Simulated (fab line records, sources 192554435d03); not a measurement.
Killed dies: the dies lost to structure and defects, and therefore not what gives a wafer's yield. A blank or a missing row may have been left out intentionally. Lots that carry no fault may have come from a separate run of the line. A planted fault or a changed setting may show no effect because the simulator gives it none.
Chamber matching ; flow n5 finfet ; cmp-03 running N5_BEOL_M11_CMP_52: 4 sister chambers
The step polishes, stops on SiCOH lowk, t overpolish 7 s, target thk 140 nm. 24 wafers are shown with their chamber, then 12 later ones without.

## WAFERS WITH THEIR CHAMBER
wafer;chamber;motor current A (A);barrier field endpoint s (s);time to endpoint s (s)
L074.3;0;6.1;29.4;71
L074.4;1;6.0;29.9;69
L074.5;1;5.9;30.4;71
L076.1;1;6.3;30.3;74
L076.3;0;6.1;29.5;76
L076.4;3;6.8;30.0;73
L079.1;0;6.4;29.3;68
L079.4;3;6.5;28.1;67
L079.6;3;6.5;28.9;71
L078.1;2;5.6;28.9;66
L078.4;1;6.2;30.2;71
L078.5;1;6.0;29.5;67
L082.1;3;6.9;28.6;66
L082.5;3;6.6;29.3;70
L082.6;0;6.3;29.7;72
L083.4;1;6.2;30.3;67
L083.5;1;6.0;29.4;66
L083.6;0;6.4;28.9;67
L084.2;0;6.2;29.4;67
L084.4;2;5.7;29.7;67
L084.5;0;6.3;29.6;68
L086.1;2;6.0;29.5;69
L086.2;3;6.8;28.1;64
L086.3;0;5.9;29.1;66

SIGNATURES, as means of the wafers listed above
reading;chamber 0;chamber 1;chamber 2;chamber 3;scatter within a chamber
motor current A;6.213;6.086;5.767;6.683;0.169
barrier field endpoint s;29.363;30.000;29.367;28.833;0.476
time to endpoint s;69.38;69.29;67.33;68.50;3.09
Rule: distance of a wafer from a chamber = root of the sum over the readings of ((wafer's reading minus chamber's mean) / reading's scatter) squared. If the next closest chamber is less than 2 further off than the closest, the wafer can't be placed; otherwise it belongs to the closest. The scatter is the square root of a quotient: the sum, over the shown wafers, of each reading's squared deviation from its chamber's mean, divided by wafers minus chambers.

## WAFERS MISSING THEIR CHAMBER
wafer;motor current A (A);barrier field endpoint s (s);time to endpoint s (s)
L091.2;6.8;28.3;65
L091.4;5.6;30.0;69
L091.6;6.5;28.7;64
L094.1;6.9;29.0;64
L094.3;6.2;29.7;71
L094.4;5.8;30.6;72
L095.2;5.8;28.8;68
L095.3;7.0;28.4;68
L095.4;6.0;29.1;68
L097.2;6.9;28.3;63
L097.3;5.8;28.4;69
L097.4;5.9;29.3;68

## CHAMBER TAKEN BY EACH
wafer;from the rows above;in truth
L091.2;3;3
L091.4;can't be placed: 2 or 1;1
L091.6;can't be placed: 3 or 0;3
L094.1;3;3
L094.3;can't be placed: 0 or 1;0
L094.4;can't be placed: 1 or 2 or 0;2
L095.2;can't be placed: 2 or 0 or 1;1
L095.3;3;3
L095.4;can't be placed: 0 or 2 or 1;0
L097.2;3;3
L097.3;can't be placed: 2 or 0 or 1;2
L097.4;can't be placed: 2 or 1 or 0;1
Placed correctly: 4 of 12. Not placeable from these rows: 8 (in 8, the candidates include the true chamber). 0 placed wrongly.
